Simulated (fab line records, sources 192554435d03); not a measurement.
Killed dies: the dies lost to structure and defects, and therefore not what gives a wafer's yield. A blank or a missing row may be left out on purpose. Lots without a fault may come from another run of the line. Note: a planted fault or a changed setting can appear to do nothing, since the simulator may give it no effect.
fab line records	flow n5Finfet
[record] lots = 7	wafers = 21
route steps=1938 shown SD_EPI_N@267 SDB@347 HKMG_FIN@386 GATE_CUT@469
startH: start of the lot's first displayed wafer, in hours after the record's first day	waitH: hours from the lot's prior step to this one	" identical to the entry in the row above	L1.1+2: a single row standing in for several wafers	- no value present, or no start provided	* or withheld: withheld	< > ~ a bound
route shown NAME@n: a module of which the file shows steps, and the number in the route of the first	usual: mean/standard deviation of fault-free wafers	same: alike in all rows	chamber/n: place in a boat	sites: readings site by site	_std_site: their standard deviation	_edge_site: outer sites' mean less inner sites'	radiusMm: how far each site lies from the wafer's centre	mask NAME#n: copy n	behind: the most recent tool/chamber to have shaped the wafer	hold: why the lot was held/for how many hours/how that ended	device: whichever transistor did not switch (one of n, p or np)	end of line: the tests these same wafers got at the end of their route	a step without rows: its recipe alone	killed: dies lost to structure and defects at the first sort, not the wafer's yield	map: per-die view of a wafer (x killed, . not killed, _ where there is no die)
set.NAME: setting as actually run; set.NAME@STEP: the setting as run at that earlier step	model.NAME: the simulator's own value behind a step, which no gauge read
lots where settings were altered on purpose, with a table for each step and a row for each wafer
[[steps]]
[step N5_SD_EPI_N_EXPOSE_06]
[recipe] maskId = SD_N_BLK	na = 1.35	sourceShape = conventional	sigmaOuter = 0.8	polarization = unpolarized	targetCdNm = 120	doseMj = 39.75
lot.wafer	tool	chamber	startH	waitH	mask	set.doseMj
L074.1+2+3	arfiScanner-02	0	52.78	-	SD_N_BLK#0	39.75
L081.1	arfiScanner-01	0	91.24	-	SD_N_BLK#0	36.78
L081.3+4	"	0	"	"	SD_N_BLK#0	39.75
L086.3+4	arfiScanner-01	0	127.55	-	SD_N_BLK#0	39.75
L086.5	"	0	"	"	SD_N_BLK#0	40.58
L090.1+3+4	arfiScanner-02	0	155.96	-	SD_N_BLK#0	39.75
L092.3	arfiScanner-02	0	160.91	-	SD_N_BLK#0	39.75
L092.5+6	"	0	"	"	SD_N_BLK#0	38.03
L095.3+4+6	arfiScanner-03	0	174.67	-	SD_N_BLK#0	39.75
L096.1+4	arfiScanner-02	0	183.76	-	SD_N_BLK#0	41.89
L096.3	"	0	"	"	SD_N_BLK#0	39.75
[step N5_SD_EPI_N_PEB_07]
[recipe] pebTempC = 110	pebTimeS = 60	resist = CAR-ArF-block
[step N5_SD_EPI_N_DEVELOP_08]
[recipe] developTimeS = 30	developer = TMAH	resist = CAR-ArF-block	devTempC = 23	rinseLiquid = diw	dry = airSpin
[step N5_SD_EPI_N_CD_MEAS_09]
[recipe] targetCdNm = 120	landingEnergyEv = 500	detector = seInlens
[usual] cdNm = 119.7/0.68
lot.wafer	tool	chamber	startH	waitH	set.doseMj@SD_EPI_N_EXPOSE_06	cdNm
L074.1	cdSem-01	0	52.90	-	39.75	119.8
L074.2	"	0	"	"	39.75	120.1
L074.3	"	0	"	"	39.75	119.6
L081.1	cdSem-02	0	91.36	-	36.78	114.9
L081.3	"	0	"	"	39.75	118.7
L081.4	"	0	"	"	39.75	119.4
L086.3	cdSem-02	0	127.67	-	39.75	119.1
L086.4	"	0	"	"	39.75	118.9
L086.5	"	0	"	"	40.58	121.0
L090.1	cdSem-03	0	156.08	-	39.75	120.4
L090.3	"	0	"	"	39.75	119.7
L090.4	"	0	"	"	39.75	120.7
L092.3	cdSem-01	0	161.02	-	39.75	120.0
L092.5	"	0	"	"	38.03	116.1
L092.6	"	0	"	"	38.03	116.2
L095.3	cdSem-02	0	174.78	-	39.75	120.1
L095.4	"	0	"	"	39.75	119.6
L095.6	"	0	"	"	39.75	120.5
L096.1	cdSem-01	0	183.88	-	41.89	123.4
L096.3	"	0	"	"	39.75	120.9
L096.4	"	0	"	"	41.89	123.1
[step N5_SD_EPI_N_DESCUM_14]
[recipe] chemistry = O2	timeS = 7.9	sourcePowerW = 50	biasPowerW = 20	pressureMtorr = 20	rfFrequencyHz = 2.712e+07	tempC = 40	resist = CAR-ArF-block	o2FlowSccm = 225
lot.wafer	tool	chamber	startH	waitH	set.doseMj@SD_EPI_N_EXPOSE_06	model.SD_EPI_N.cdNm
L074.1	rieDiel-05	1	52.99	0.0	39.75	120.2
L074.2	"	2	"	"	39.75	120.4
L074.3	"	3	"	"	39.75	119.8
L081.1	rieDiel-04	0	91.46	0.0	36.78	114.8
L081.3	"	3	"	"	39.75	118.6
L081.4	"	1	"	"	39.75	119.6
L086.3	rieDiel-05	1	127.76	0.0	39.75	119
L086.4	"	0	"	"	39.75	119.2
L086.5	"	2	"	"	40.58	121.2
L090.1	rieDiel-03	2	156.17	0.0	39.75	120.2
L090.3	"	3	"	"	39.75	119.6
L090.4	"	2	"	"	39.75	120.8
L092.3	rieDiel-05	1	161.11	0.0	39.75	119.8
L092.5	"	0	"	"	38.03	116
L092.6	"	3	"	"	38.03	115.8
L095.3	rieDiel-03	3	174.87	0.0	39.75	120.2
L095.4	"	0	"	"	39.75	119.6
L095.6	"	0	"	"	39.75	120
L096.1	rieDiel-04	1	183.98	0.0	41.89	123.8
L096.3	"	0	"	"	39.75	121
L096.4	"	3	"	"	41.89	123.2
[step N5_SD_EPI_N_ETCH_34]
[recipe] chemistry = CF4	target = SiARC	targetDepthA = 455	maskMaterial = CAR-ArF-block	timeS = 75.8	ionEnergyEv = 80	pressureMtorr = 40	sourceW = 545	biasW = 36	Ar_flow_sccm = 100	cf4FlowSccm = 100	ends = cleared
lot.wafer	tool	chamber	startH	waitH	set.doseMj@SD_EPI_N_EXPOSE_06	model.SD_EPI_N.cdNm
L074.1	rieDiel-05	1	53.02	0.0	39.75	120.2
L074.2	"	2	"	"	39.75	120
L074.3	"	3	"	"	39.75	119.8
L081.1	rieDiel-04	0	91.49	0.0	36.78	114.8
L081.3	"	3	"	"	39.75	118.6
L081.4	"	1	"	"	39.75	119.6
L086.3+4	rieDiel-05	1,0	127.79	0.0	39.75	118.8
L086.5	"	2	"	"	40.58	121
L090.1	rieDiel-03	2	156.20	0.0	39.75	120
L090.3	"	3	"	"	39.75	119.6
L090.4	"	2	"	"	39.75	120.6
L092.3	rieDiel-05	1	161.14	0.0	39.75	119.6
L092.5+6	"	0,3	"	"	38.03	115.6
L095.3	rieDiel-03	3	174.90	0.0	39.75	119.8
L095.4	"	0	"	"	39.75	119.4
L095.6	"	0	"	"	39.75	120
L096.1	rieDiel-04	1	184.01	0.0	41.89	123.4
L096.3	"	0	"	"	39.75	121.2
L096.4	"	3	"	"	41.89	123
[step N5_SD_EPI_N_ETCH_45]
[recipe] chemistry = CH3F/O2	target = SiOCN	targetDepthA = 60	maskMaterial = SOC	ionEnergyEv = 60	biasW = 29	pressureMtorr = 15	sourceW = 410	Ar_flow_sccm = 150	CH3F_flow_sccm = 30	O2_flow_sccm = 20
lot.wafer	tool	chamber	startH	waitH	set.targetDepthA	model.etch.depthNm
L074.1	rieDiel-05	1	53.50	0.1	60	5.911
L074.2	"	2	"	"	58.1	6.032
L074.3	"	3	"	"	60	6.068
L081.1	rieDiel-04	0	91.97	0.1	60	6.016
L081.3	"	3	"	"	60	5.955
L081.4	"	1	"	"	65.94	6.646
L086.3	rieDiel-05	1	128.27	0.1	60	5.922
L086.4	"	0	"	"	60	6.006
L086.5	"	2	"	"	60	6.274
L090.1	rieDiel-03	2	156.69	0.1	60	6.268
L090.3	"	3	"	"	60	6.058
L090.4	"	2	"	"	60	6.252
L092.3	rieDiel-05	1	161.62	0.1	60	5.896
L092.5	"	0	"	"	60	6.008
L092.6	"	3	"	"	60	6.06
L095.3	rieDiel-03	3	175.38	0.1	52.92	5.354
L095.4	"	0	"	"	60	6.046
L095.6	"	0	"	"	60	6.058
L096.1	rieDiel-04	1	184.49	0.1	60	6.098
L096.3	"	0	"	"	54.96	5.394
L096.4	"	3	"	"	54.96	5.302
[step N5_SDB_HM_DEP_00]
[recipe] material = SiNx	targetThkA = 400	tempC = 400	precursor = SiH4/NH3/N2	pressureTorr = 1.5	rfW = 300	timeS = 35.3
lot.wafer	tool	chamber	startH	waitH	set.timeS	model.SiNx_of_SDB_HM_DEP_00.thkNm
L074.1+2+3	pecvd-04	2,0,1	69.93	0.0	35.3	40
L081.1	pecvd-02	0	107.62	0.0	35.3	39.8
L081.3	"	2	"	"	31.67	36.4
L081.4	"	1	"	"	35.3	41.2
L086.3	pecvd-02	1	143.27	0.0	35.3	40.2
L086.4	"	1	"	"	35.3	40.6
L086.5	"	0	"	"	33.83	39.6
L090.1	pecvd-01	0	174.50	0.0	35.3	39
L090.3	"	2	"	"	35.3	40
L090.4	"	0	"	"	35.3	39.4
L092.3	pecvd-04	0	177.95	0.0	35.3	39.4
L092.5	"	1	"	"	35.3	40.4
L092.6	"	0	"	"	35.3	40
L095.3	pecvd-04	2	191.96	0.0	35.3	39.8
L095.4	"	0	"	"	39.67	45
L095.6	"	2	"	"	35.3	40.4
L096.1	pecvd-04	0	201.01	0.0	32.83	36.6
L096.3	"	1	"	"	35.3	39.8
L096.4	"	2	"	"	32.83	37.8
[step N5_SDB_EXPOSE_08]
[recipe] maskId = SDB	na = 1.35	sourceShape = conventional	sigmaOuter = 0.5	polarization = unpolarized	doseMj = 49.6
lot.wafer	tool	chamber	startH	waitH	mask	set.doseMj
L074.1+2+3	arfiScanner-01	0	70.13	-	SDB#0	49.6
L081.1+3	arfiScanner-01	0	107.95	-	SDB#0	51.75
L081.4	"	0	"	"	SDB#0	49.6
L086.3	arfiScanner-03	0	143.49	-	SDB#0	52.14
L086.4+5	"	0	"	"	SDB#0	49.6
L090.1+3+4	arfiScanner-01	0	174.85	-	SDB#0	49.6
L092.3+6	arfiScanner-03	0	178.30	-	SDB#0	49.6
L092.5	"	0	"	"	SDB#0	51.37
L095.3+4+6	arfiScanner-03	0	192.30	-	SDB#0	49.6
L096.1+3+4	arfiScanner-01	0	201.34	-	SDB#0	52.08
[step N5_SDB_PEB_09]
[recipe] pebTempC = withheld	pebTimeS = 60	resist = CAR-ArF
[step N5_SDB_DEVELOP_10]
[recipe] developTimeS = 30	developer = TMAH	resist = CAR-ArF	rinseLiquid = diw	dry = airSpin	devTempC = 23
[step N5_SDB_CD_MEAS_11]
[recipe] targetCdNm = 50	landingEnergyEv = 500	detector = seInlens	polarity = opening
[usual] cdNm = 50.6/1.3
lot.wafer	tool	chamber	startH	waitH	set.doseMj@SDB_EXPOSE_08	cdNm
L074.1	cdSem-03	0	70.26	-	49.6	52.5
L074.2	"	0	"	"	49.6	52.3
L074.3	"	0	"	"	49.6	52.7
L081.1	cdSem-03	0	108.07	-	51.75	56.2
L081.3	"	0	"	"	51.75	55.0
L081.4	"	0	"	"	49.6	50.6
L086.3	cdSem-03	0	143.60	-	52.14	55.7
L086.4	"	0	"	"	49.6	49.6
L086.5	"	0	"	"	49.6	50.2
L090.1	cdSem-01	0	174.97	-	49.6	48.1
L090.3	"	0	"	"	49.6	50.0
L090.4	"	0	"	"	49.6	49.9
L092.3	cdSem-02	0	178.42	-	49.6	51.2
L092.5	"	0	"	"	51.37	54.8
L092.6	"	0	"	"	49.6	48.9
L095.3	cdSem-03	0	192.41	-	49.6	49.9
L095.4	"	0	"	"	49.6	51.8
L095.6	"	0	"	"	49.6	51.9
L096.1	cdSem-03	0	201.47	-	52.08	57.4
L096.3	"	0	"	"	52.08	55.5
L096.4	"	0	"	"	52.08	56.7
[step N5_SDB_STRIP_19]
[recipe] chemistry = N2/H2	tempC = 40	n2FlowSccm = 200	h2FlowSccm = 200	rfFrequencyHz = 6e+07
[step N5_SDB_STRIP_21]
[recipe] chemistry = CF4	resist = SiARC	powerW = 300	biasPowerW = 75	pressureMtorr = 50	cf4FlowSccm = 150	rfFrequencyHz = 6e+07
[step N5_SDB_HM_OPEN_20]
[recipe] chemistry = CH3F/O2	target = SiNx	maskMaterial = SOC	targetDepthA = 240	stopOn = poly-Si	overEtchFrac = 0.4	ionEnergyEv = 120	pressureMtorr = 30	sourceW = 395	biasW = 73	Ar_flow_sccm = 150	CH3F_flow_sccm = 30	O2_flow_sccm = 20
lot.wafer	tool	chamber	startH	waitH	set.timeS@SDB_HM_DEP_00	model.etch.depthNm
L074.1	rieDiel-03	1	70.57	0.0	35.3	23.91
L074.2	"	0	"	"	35.3	24.04
L074.3	"	2	"	"	35.3	23.92
L081.1	rieDiel-05	1	108.96	0.0	35.3	23.81
L081.3	"	2	"	"	31.67	20.35
L081.4	"	3	"	"	35.3	25.23
L086.3	rieDiel-04	2	144.02	0.0	35.3	24.22
L086.4	"	1	"	"	35.3	24.67
L086.5	"	3	"	"	33.83	23.6
L090.1	rieDiel-05	2	175.43	0.0	35.3	23.06
L090.3	"	3	"	"	35.3	24.07
L090.4	"	0	"	"	35.3	23.39
L092.3	rieDiel-04	2	178.73	0.0	35.3	23.42
L092.5	"	2	"	"	35.3	24.34
L092.6	"	3	"	"	35.3	23.92
L095.3	rieDiel-03	1	192.74	0.0	35.3	23.85
L095.4	"	2	"	"	39.67	29
L095.6	"	0	"	"	35.3	24.31
L096.1	rieDiel-04	1	201.90	0.0	32.83	20.68
L096.3	"	3	"	"	35.3	23.88
L096.4	"	3	"	"	32.83	21.78
[step N5_SDB_STRIP_22]
[recipe] chemistry = N2/H2	powerW = 1000	tempC = 250	h2Frac = 0.65	overashFraction = 0.3	pressureMtorr = withheld	n2FlowSccm = 1750	h2FlowSccm = 3250
[step N5_SDB_PRECLEAN_23]
[recipe] chemistry = dHF	timeS = 30	tempC = 25	dilution = withheld
[step N5_SDB_DUMMY_REMOVE_24]
[recipe] chemistry = TMAH	tempC = 70	target = poly-Si	stopOn = SiO2	targetDepthNm = 142	concWtPct = 5	timeS = 57	dry = ipaMarangoni	rinseTimeS = 30	rinseTempC = 23
[step N5_SDB_ETCH_25]
[recipe] chemistry = C4F6/O2	target = SiO2	targetDepthA = 100	timeS = 3.3	ionEnergyEv = 250	maskMaterial = SiNx	pressureMtorr = 30	sourceW = 345	biasW = 185	Ar_flow_sccm = 300	C4F6_flow_sccm = 10	O2_flow_sccm = 10
[step N5_SDB_CUT_ETCH_26]
[recipe] chemistry = HBr/Cl2/O2	target = Si	targetDepthA = 1296	btTimeS = 20	maskMaterial = SiNx	timeS = 51.8	ionEnergyEv = *	biasW = *	pressureMtorr = 10	icpW = 800	HBr_flow_sccm = 150	Cl2_flow_sccm = 80	O2_flow_sccm = 12
lot.wafer	tool	chamber	startH	waitH	set.timeS@SDB_HM_DEP_00	model.SiNx_of_SDB_HM_DEP_00.thkNm
L074.1+3	rieSi-05	2,1	70.98	0.1	35.3	22.2
L074.2	"	3	"	"	35.3	21.6
L081.1	rieSi-03	0	109.34	0.1	35.3	21.6
L081.3	"	2	"	"	31.67	19
L081.4	"	1	"	"	35.3	22.6
L086.3	rieSi-05	2	144.41	0.1	35.3	22.2
L086.4	"	1	"	"	35.3	22
L086.5	"	2	"	"	33.83	21.6
L090.1	rieSi-03	2	175.85	0.1	35.3	21.6
L090.3+4	"	0,3	"	"	35.3	21.8
L092.3+6	rieSi-06	3,2	179.12	0.1	35.3	21.6
L092.5	"	3	"	"	35.3	22.6
L095.3+6	rieSi-06	0,2	193.23	0.1	35.3	22
L095.4	"	3	"	"	39.67	27.2
L096.1	rieSi-06	1	202.47	0.1	32.83	18.4
L096.3	"	0	"	"	35.3	21.8
L096.4	"	0	"	"	32.83	19.8
[step N5_SDB_PRECLEAN_38]
[recipe] chemistry = dHF	timeS = 10	dilution = 750:1	tempC = 25
lot.wafer	tool	chamber	startH	waitH	set.timeS@SDB_HM_DEP_00	model.SiNx_of_SDB_HM_DEP_00.thkNm
L074.1	wetBench-06	4	71.10	0.1	35.3	22
L074.2	"	0	"	"	35.3	21.6
L074.3	"	6	"	"	35.3	22.2
L081.1	wetBench-06	2	109.46	0.1	35.3	21.6
L081.3	"	0	"	"	31.67	18.8
L081.4	"	4	"	"	35.3	22.6
L086.3	wetBench-02	7	144.53	0.1	35.3	22.2
L086.4	"	1	"	"	35.3	22
L086.5	"	4	"	"	33.83	21.6
L090.1+4	wetBench-02	0,3	175.96	0.1	35.3	21.6
L090.3	"	6	"	"	35.3	21.8
L092.3	wetBench-02	3	179.24	0.1	35.3	21.6
L092.5	"	4	"	"	35.3	22.4
L092.6	"	0	"	"	35.3	21.4
L095.3	wetBench-06	4	193.34	0.1	35.3	21.8
L095.4	"	3	"	"	39.67	27.2
L095.6	"	1	"	"	35.3	22
L096.1	wetBench-06	6	202.58	0.1	32.83	18.4
L096.3	"	3	"	"	35.3	21.8
L096.4	"	7	"	"	32.83	19.8
[step N5_HKMG_FIN_HK_ALD_01]
[recipe] material = HfO2	targetThkA = 16	tempC = withheld	aldPrecursorFamily = HfCl4	aldCoReactant = H2O	pulseTimeS = 3	purgeTimeS = 3	coReactantPurgeTimeS = 2.5	coReactantPulseTimeS = 0.3	aldCycles = 30
lot.wafer	tool	chamber	startH	waitH	set.aldCycles
L074.1+2+3	aldHk-03	0,2,1	75.09	0.0	30
L081.1+4	aldHk-02	0,2	113.16	0.0	30
L081.3	"	1	"	"	29
L086.3+5	aldHk-01	1,3	148.24	0.0	33
L086.4	"	2	"	"	30
L090.1+3+4	aldHk-02	2,1,3	179.84	0.0	30
L092.3	aldHk-01	0	182.98	0.0	30
L092.5+6	"	0,3	"	"	34
L095.3+4+6	aldHk-03	2,3,0	197.21	0.0	34
L096.1+3	aldHk-03	1,2	206.44	0.0	30
L096.4	"	0	"	"	27
[step N5_HKMG_FIN_COAT_41]
[recipe] resist = SOC	tempC = 250	timeS = 60	spinRpm = 1500	resistThkNm = 300
lot.wafer	tool	chamber	startH	waitH	set.spinRpm	model.SOC_of_HKMG_FIN_COAT_41.thkNm
L074.1	lithoTrack-01	0	75.67	-	1500	300.2
L074.2	"	0	"	"	1393	311.6
L074.3	"	0	"	"	1393	312
L081.1+4	lithoTrack-03	0	113.74	-	1500	299.2
L081.3	"	0	"	"	1500	298.2
L086.3	lithoTrack-03	0	148.84	-	1500	300.2
L086.4	"	0	"	"	1558	295.4
L086.5	"	0	"	"	1500	300
L090.1	lithoTrack-05	0	180.42	-	1500	298.6
L090.3	"	0	"	"	1500	299.6
L090.4	"	0	"	"	1500	299.8
L092.3	lithoTrack-03	0	183.55	-	1500	299.6
L092.5	"	0	"	"	1650	285.4
L092.6	"	0	"	"	1500	298.8
L095.3+6	lithoTrack-03	0	197.79	-	1500	300.6
L095.4	"	0	"	"	1500	299
L096.1	lithoTrack-03	0	207.03	-	1500	299.6
L096.3	"	0	"	"	1455	304.8
L096.4	"	0	"	"	1500	300
[step N5_HKMG_FIN_COAT_42]
[recipe] resist = SiARC	tempC = 220	timeS = 60	spinRpm = 1500	resistThkNm = 35
[step N5_HKMG_FIN_COAT_43]
[recipe] resist = CAR-ArF	spinRpm = 1500	resistThkNm = 90
[step N5_HKMG_FIN_WET_ETCH_82]
[recipe] chemistry = dHCl	mix = 1:10000	tempC = 25	target = La2O3	stopOn = HfO2	targetDepthNm = 2	dry = ipaMarangoni	rinseTimeS = 30	rinseTempC = 23
[step N5_HKMG_FIN_ALD_36]
[recipe] material = TiN	targetThkA = 10	tempC = 400	aldPrecursorFamily = TiCl4	aldCoReactant = NH3	pulseTimeS = 1	purgeTimeS = 3	coReactantPurgeTimeS = 2	coReactantPulseTimeS = 2	aldCycles = 47	pressureTorr = 3
[step N5_HKMG_FIN_THK_MEAS_70]
[recipe] thkMeasGauge = xrf	reads = HfO2_of_HKMG_FIN_HK_ALD_01
[usual] HK_THK = 1.604/0.019
lot.wafer	tool	chamber	startH	waitH	set.aldCycles@HKMG_FIN_HK_ALD_01	HK_THK[nm]
L074.1	filmMetro-02	-	78.63	0.2	30	1.581
L074.2	"	-	"	"	30	1.616
L074.3	"	-	"	"	30	1.592
L081.1	filmMetro-02	-	116.84	0.2	30	1.574
L081.3	"	-	"	"	29	1.499
L081.4	"	-	"	"	30	1.591
L086.3	filmMetro-01	-	151.61	0.2	33	1.791
L086.4	"	-	"	"	30	1.624
L086.5	"	-	"	"	33	1.772
L090.1	filmMetro-01	-	183.28	0.2	30	1.608
L090.3	"	-	"	"	30	1.585
L090.4	"	-	"	"	30	1.621
L092.3	filmMetro-01	-	186.53	0.2	30	1.586
L092.5	"	-	"	"	34	1.797
L092.6	"	-	"	"	34	1.804
L095.3	filmMetro-02	-	201.02	0.2	34	1.799
L095.4	"	-	"	"	34	1.836
L095.6	"	-	"	"	34	1.816
L096.1	filmMetro-01	-	209.98	0.2	30	1.625
L096.3	"	-	"	"	30	1.629
L096.4	"	-	"	"	27	1.467
[step N5_GATE_CUT_ETCH_58]
[recipe] chemistry = CH3F/O2	target = SiNx	targetDepthA = 170	timeS = 128.6	ionEnergyEv = 50	pressureMtorr = 30	sourceW = 415	biasW = 21	Ar_flow_sccm = 150	CH3F_flow_sccm = 30	O2_flow_sccm = 20
lot.wafer	tool	chamber	startH	waitH	set.timeS	model.etch.depthNm
L074.1	rieDiel-01	0	84.34	0.0	136	17.82
L074.2	"	3	"	"	136	17.55
L074.3	"	1	"	"	136	17.88
L081.1	rieDiel-06	3	122.88	0.2	139.8	18.22
L081.3	"	0	"	"	128.6	16.71
L081.4	"	1	"	"	128.6	17.03
L086.3	rieDiel-02	2	157.47	0.0	128.6	16.7
L086.4	"	1	"	"	128.6	16.52
L086.5	"	1	"	"	128.6	16.58
L090.1	rieDiel-01	3	189.76	0.1	128.6	16.62
L090.3	"	1	"	"	128.6	16.54
L090.4	"	0	"	"	128.6	16.76
L092.3	rieDiel-01	0	193.04	0.1	103.7	13.55
L092.5	"	1	"	"	103.7	13.43
L092.6	"	2	"	"	128.6	17.05
L095.3	rieDiel-01	3	206.79	0.0	128.6	16.4
L095.4	"	0	"	"	103.6	13.38
L095.6	"	2	"	"	103.6	13.62
L096.1	rieDiel-02	3	216.37	0.1	136.3	17.54
L096.3	"	0	"	"	128.6	16.96
L096.4	"	1	"	"	128.6	16.67
[[key]]
[split] step = N5_SD_EPI_N_EXPOSE_06	setting = doseMj	stated = 39.75	by = wafer
[response] step = N5_SD_EPI_N_CD_MEAS_09	reading = cdNm	change = +0.596	per = 1%	r = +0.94
[response] step = N5_SD_EPI_N_DESCUM_14	reading = model.SD_EPI_N.cdNm	change = +0.62	per = 1%	r = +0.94
[response] step = N5_SD_EPI_N_ETCH_34	reading = model.SD_EPI_N.cdNm	change = +0.601	per = 1%	r = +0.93
[split] step = N5_SD_EPI_N_ETCH_45	setting = targetDepthA	stated = 60	by = wafer
[response] step = N5_SD_EPI_N_ETCH_45	reading = model.etch.depthNm	change = +0.0658	per = 1%	r = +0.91
[split] step = N5_SDB_HM_DEP_00	setting = timeS	stated = 35.3	by = wafer
[response] step = N5_SDB_HM_DEP_00	reading = model.SiNx_of_SDB_HM_DEP_00.thkNm	change = +0.382	per = 1%	r = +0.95
[response] step = N5_SDB_HM_OPEN_20	reading = model.etch.depthNm	change = +0.387	per = 1%	r = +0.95
[response] step = N5_SDB_CUT_ETCH_26	reading = model.SiNx_of_SDB_HM_DEP_00.thkNm	change = +0.36	per = 1%	r = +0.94
[response] step = N5_SDB_PRECLEAN_38	reading = model.SiNx_of_SDB_HM_DEP_00.thkNm	change = +0.37	per = 1%	r = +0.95
[split] step = N5_SDB_EXPOSE_08	setting = doseMj	stated = 49.6	by = wafer
[response] step = N5_SDB_CD_MEAS_11	reading = cdNm	change = +1.18	per = 1%	r = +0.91
[split] step = N5_HKMG_FIN_HK_ALD_01	setting = aldCycles	stated = 30	by = wafer
[response] step = N5_HKMG_FIN_THK_MEAS_70	reading = HK_THK	change = +0.0162	per = 1%	r = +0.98
[split] step = N5_HKMG_FIN_COAT_41	setting = spinRpm	stated = 1500	by = wafer
[response] step = N5_HKMG_FIN_COAT_41	reading = model.SOC_of_HKMG_FIN_COAT_41.thkNm	change = -1.45	per = 1%	r = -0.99
[split] step = N5_GATE_CUT_ETCH_58	setting = timeS	stated = 128.6	by = wafer
[response] step = N5_GATE_CUT_ETCH_58	reading = model.etch.depthNm	change = +0.164	per = 1%	r = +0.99
